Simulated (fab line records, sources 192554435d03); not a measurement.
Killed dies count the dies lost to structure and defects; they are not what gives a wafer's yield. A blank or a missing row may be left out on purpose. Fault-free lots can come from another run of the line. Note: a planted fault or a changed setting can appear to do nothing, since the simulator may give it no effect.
Split-lot trial + flow n5_finfet + 7 lots, 21 wafers read, on a route of 1938 steps

== THE SPLIT ITSELF ==
At N5_BEOL_M8_COAT_22 (resist thk 30 nm), the setting spin_rpm was moved away from the recipe's 1500 rpm on 6 of the 21 wafers read, by -7.5% to +7.1%. For the rest of the wafers, this setting stayed at what the recipe calls for.

== FROM THE SPLIT TO THE READING: what the file shows between them, 2 steps ==
- N5_BEOL_M8_EXPOSE_25: exposes mask V7, target cd 40 nm (also split here: dose_mj)
- N5_BEOL_M8_PEB_26: peb time 60 s

== THE READING ==
CAR-EUV_of_BEOL_M8_COAT_22.thk_nm (the simulator's own value, which no gauge read), in nm, at N5_BEOL_M8_DEVELOP_27 (develop time 30 s). The file gives no usual value for it. Across the 15 wafers here that went through the recipe, the average is 29.6 nm and the standard deviation 0.05 nm.

| wafer  | tool, chamber at the split | spin_rpm as run, rpm | against the recipe | CAR-EUV_of_BEOL_M8_COAT_22.thk_nm, nm | against lot-mates on the recipe |
|--------|----------------------------|----------------------|--------------------|---------------------------------------|---------------------------------|
| L076.1 | litho_track-04, 0          | 1607                 | +7.1%              | 28.4                                  | -1.2                            |
| L076.2 | litho_track-04, 0          | 1500                 | recipe             | 29.6                                  | -                               |
| L076.5 | litho_track-04, 0          | 1500                 | recipe             | 29.6                                  | -                               |
| L080.1 | litho_track-05, 0          | 1500                 | recipe             | 29.6                                  | -                               |
| L080.3 | litho_track-05, 0          | 1500                 | recipe             | 29.6                                  | -                               |
| L080.6 | litho_track-05, 0          | 1415                 | -5.7%              | 30.4                                  | +0.8                            |
| L089.3 | litho_track-04, 0          | 1500                 | recipe             | 29.6                                  | -                               |
| L089.4 | litho_track-04, 0          | 1500                 | recipe             | 29.6                                  | -                               |
| L089.5 | litho_track-04, 0          | 1500                 | recipe             | 29.6                                  | -                               |
| L094.1 | litho_track-04, 0          | 1436                 | -4.3%              | 30.2                                  | +0.6                            |
| L094.5 | litho_track-04, 0          | 1436                 | -4.3%              | 30.2                                  | +0.6                            |
| L094.2 | litho_track-04, 0          | 1500                 | recipe             | 29.6                                  | -                               |
| L091.2 | litho_track-05, 0          | 1388                 | -7.5%              | 30.8                                  | +1.3                            |
| L091.4 | litho_track-05, 0          | 1500                 | recipe             | 29.4                                  | -                               |
| L091.6 | litho_track-05, 0          | 1500                 | recipe             | 29.6                                  | -                               |
| L095.2 | litho_track-04, 0          | 1500                 | recipe             | 29.6                                  | -                               |
| L095.3 | litho_track-04, 0          | 1500                 | recipe             | 29.6                                  | -                               |
| L095.6 | litho_track-04, 0          | 1500                 | recipe             | 29.6                                  | -                               |
| L096.2 | litho_track-05, 0          | 1500                 | recipe             | 29.6                                  | -                               |
| L096.6 | litho_track-05, 0          | 1500                 | recipe             | 29.6                                  | -                               |
| L096.4 | litho_track-05, 0          | 1556                 | +3.7%              | 29.2                                  | -0.4                            |

THE FIT
A straight line over all 21 wafers: CAR-EUV_of_BEOL_M8_COAT_22.thk_nm changes by -0.152 nm for each +1% of spin_rpm; r = -0.99; the points scatter about the line by 0.069 nm.
The same after taking each lot's own level away (the mean of its wafers on the recipe; 21 wafers): -0.155 nm for each +1%; r = -0.99; scatter 0.071 nm.
That fit puts the effect of the largest move of spin_rpm on the reading at 1.2 nm.
From 29.50 to 29.60 nm: that is the span of the lots' own levels, equal to 2.0 times the standard deviation above.
Hence the lot-to-lot level has little effect on the slope; both slopes agree.
Check: +1.1 nm against its lot-mates is what the line predicts for one of the wafers moved furthest among these (-7.5%) when that wafer is left out of the fit. Against them it came out at +1.3 nm.

== OTHER SPLITS APPLIED TO THESE WAFERS ==
These wafers also went through other splits before the reading. Each is held against what the fit with the lots' levels taken away leaves over:
| other split on the same wafers    | wafers away from the commonest value | r with CAR-EUV_of_BEOL_M8_COAT_22.thk_nm (lot level and that fit taken away) |
|-----------------------------------|--------------------------------------|------------------------------------------------------------------------------|
| N5_BEOL_M7_HM_DEP_02 target_thk_a | 7                                    | -0.13                                                                        |
| N5_BEOL_M8_EXPOSE_25 dose_mj      | 9                                    | -0.30                                                                        |

== THE WHOLE CHAIN: every reading that the file lists as answering this split, in the file's order ==
| step                  | what it does      | reading                                                                            | change (the file's fit)               | r (the file's) |
|-----------------------|-------------------|------------------------------------------------------------------------------------|---------------------------------------|----------------|
| N5_BEOL_M8_COAT_22    | resist thk 30 nm  | CAR-EUV_of_BEOL_M8_COAT_22.thk_nm (the simulator's own value, which no gauge read) | -0.152 nm for each +1% of the setting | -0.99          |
| N5_BEOL_M8_DEVELOP_27 | develop time 30 s | CAR-EUV_of_BEOL_M8_COAT_22.thk_nm (the simulator's own value, which no gauge read) | -0.157 nm for each +1% of the setting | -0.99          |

== THE FILE'S OWN FIT ==
CAR-EUV_of_BEOL_M8_COAT_22.thk_nm changes by -0.157 nm for each +1% of spin_rpm, r = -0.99.
